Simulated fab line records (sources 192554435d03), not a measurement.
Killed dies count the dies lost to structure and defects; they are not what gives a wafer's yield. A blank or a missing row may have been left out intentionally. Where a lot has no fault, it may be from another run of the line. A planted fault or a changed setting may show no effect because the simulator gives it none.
What tool caused it?    flow n5Finfet    21 wafers from 7 lots sampled at 3 of the route's 1938 steps

## WHAT EACH GAUGE READ, for each wafer
N5_BEOL_M4_RC_MEAS_101. Usual: DIBL_N 36.4 mV/V, standard deviation 1.5; DIBL_P 36.6 mV/V, standard deviation 1.9; IOFF_N 0.155 nA/um, standard deviation 0.021; IOFF_P 0.211 nA/um, standard deviation 0.028; ION_N 671 uA/um, standard deviation 8.6; ION_P 462 uA/um, standard deviation 5.8; SS_N 71.5 mV/dec, standard deviation 0.5; SS_P 73.4 mV/dec, standard deviation 0.58; VT_N 250.1 mV, standard deviation 2.4; VT_P -250.1 mV, standard deviation 3.
lot   measured      on         DIBL_N (mV/V)   DIBL_P (mV/V)   IOFF_N (nA/um)     IOFF_P (nA/um)     ION_N (uA/um)  ION_P (uA/um)  SS_N (mV/dec)   SS_P (mV/dec)   VT_N (mV)          VT_P (mV)             flag
L716  day 8 08:29   prober-01  35.7 36.7 35.8  35.7 36.6 35.5  0.152 0.157 0.149  0.207 0.215 0.198  677 676 664    464 468 460    71.3 71.8 71.7  73.3 73.8 74.5  249.9 249.4 251.1  -250.3 -251.7 -249.5  
L726  day 10 21:17  prober-02  38.7 37.9 35.8  38.5 37.2 34.8  0.179 0.162 0.128  0.225 0.197 0.170  667 675 660    459 458 449    71.6 72.3 71.3  74.1 73.1 73.0  249.6 250.2 255.4  -251.0 -252.6 -253.6  
L729  day 11 04:29  prober-02  36.9 36.0 34.8  36.7 35.0 33.6  0.175 0.158 0.136  0.236 0.202 0.183  675 670 655    459 460 455    70.7 71.4 71.3  73.8 73.5 72.8  246.6 248.5 252.5  -248.5 -249.7 -252.3  
L735  day 12 20:07  prober-01  36.3 37.1 36.7  36.7 38.9 37.9  0.151 0.177 0.158  0.195 0.230 0.207  665 673 665    456 466 453    71.5 71.9 72.0  73.4 74.6 74.0  249.9 247.2 250.0  -251.6 -249.3 -247.9  
L737  day 13 09:25  prober-01  32.6 34.9 34.2  33.7 35.5 34.8  0.128 0.152 0.143  0.168 0.209 0.188  670 677 679    469 471 467    71.4 71.3 71.7  72.8 73.7 73.1  252.5 249.9 251.6  -250.6 -246.6 -253.1  
L736  day 13 15:49  prober-01  39.8 39.0 38.5  41.7 41.0 39.3  0.233 0.208 0.171  0.282 0.272 0.232  702 686 672    480 467 463    72.2 72.0 71.9  74.6 74.7 73.8  243.9 247.7 251.6  -246.3 -247.1 -249.3  
L738  day 13 20:34  prober-02  37.5 36.8 38.2  37.3 37.3 38.1  0.160 0.155 0.175  0.168 0.173 0.183  675 675 691    452 458 461    72.1 70.9 71.8  73.6 73.6 73.1  248.8 248.2 247.3  -257.4 -256.5 -256.1  

N5_BEOL_M5_INSPECT_30: inspects for defects (brightfield). Usual: rawDefectCount reads 382 (standard deviation 77).
lot   measured      on                rawDefectCount  flag
L716  day 8 13:47   defectInspect-02  445 340 535     
L726  day 11 01:14  defectInspect-02  439 413 433     
L729  day 11 10:49  defectInspect-01  565 356 321     
L735  day 13 00:59  defectInspect-02  434 313 406     
L737  day 13 13:50  defectInspect-02  363 430 380     
L736  day 13 20:46  defectInspect-02  320 333 321     
L738  day 14 01:43  defectInspect-01  257 446 305     

## WHAT TOOL EACH LOT RAN ON (gives the tool, then ch and the chambers of the sampled wafers, and finally the start)
lot   N5_BEOL_M5_HM_OPEN_17
L716  rieMetal-02 ch 0,1, day 8 11:20
L726  rieMetal-03 ch 0,1, day 11 00:25
L729  rieMetal-03 ch 0,1, day 11 09:37
L735  rieMetal-02 ch 0, day 12 23:55
L737  rieMetal-03 ch 1, day 13 12:13
L736  rieMetal-01 ch 0,1, day 13 19:32
L738  rieMetal-02 ch 0,1, day 13 23:37
- N5_BEOL_M5_HM_OPEN_17: chemistry Cl2/BCl3, target TiN, target depth 20 nm, overetch 6 nm.

## AS READ BY THE TOOLS THEMSELVES (means over the sampled wafers that have a number; for cases with no such wafer, the mark the record gives instead)
N5_BEOL_M5_HM_OPEN_17. Usual: drypumpMotorCurrentA 5.47 A, standard deviation 0.17; oesProductAu 0.69 a.u., standard deviation 0.088; rfFwdPowerW 993 W, standard deviation 4.5; throttleValvePct 22.18 %, standard deviation 0.2.
lot   tool         drypumpMotorCurrentA (A)  oesProductAu (a.u.)  rfFwdPowerW (W)  throttleValvePct (%)  flag
L716  rieMetal-02  5.64                      0.63                 995              22.23                 
L726  rieMetal-03  5.40                      0.65                 994              22.26                 
L729  rieMetal-03  5.37                      0.65                 992              22.26                 
L735  rieMetal-02  5.30                      0.80                 990              21.82                 
L737  rieMetal-03  5.41                      0.75                 997              22.02                 
L736  rieMetal-01  5.41                      0.64                 994              22.26                 
L738  rieMetal-02  5.46                      0.75                 992              22.01                 

## THE ANSWER, worked out from the rows above alone
Rule: lot off if the mean of its wafers having a number is beyond 3 standard deviations from the usual mean. Also off: a lot with no number at a reading for which 4 or more lots have one. Any other lot the step has rows for is counted as sound. After the gauges, taken in route order, come the tools' own readings; for these a lot's mean is taken, as printed above. At the first step where some lot is off, the reading lying furthest off is the one used; lots without a number count as furthest.
Across all readings shown, no lot is off: no conclusion can be drawn from this.

## WHAT WAS PUT IN BY THE SIMULATOR
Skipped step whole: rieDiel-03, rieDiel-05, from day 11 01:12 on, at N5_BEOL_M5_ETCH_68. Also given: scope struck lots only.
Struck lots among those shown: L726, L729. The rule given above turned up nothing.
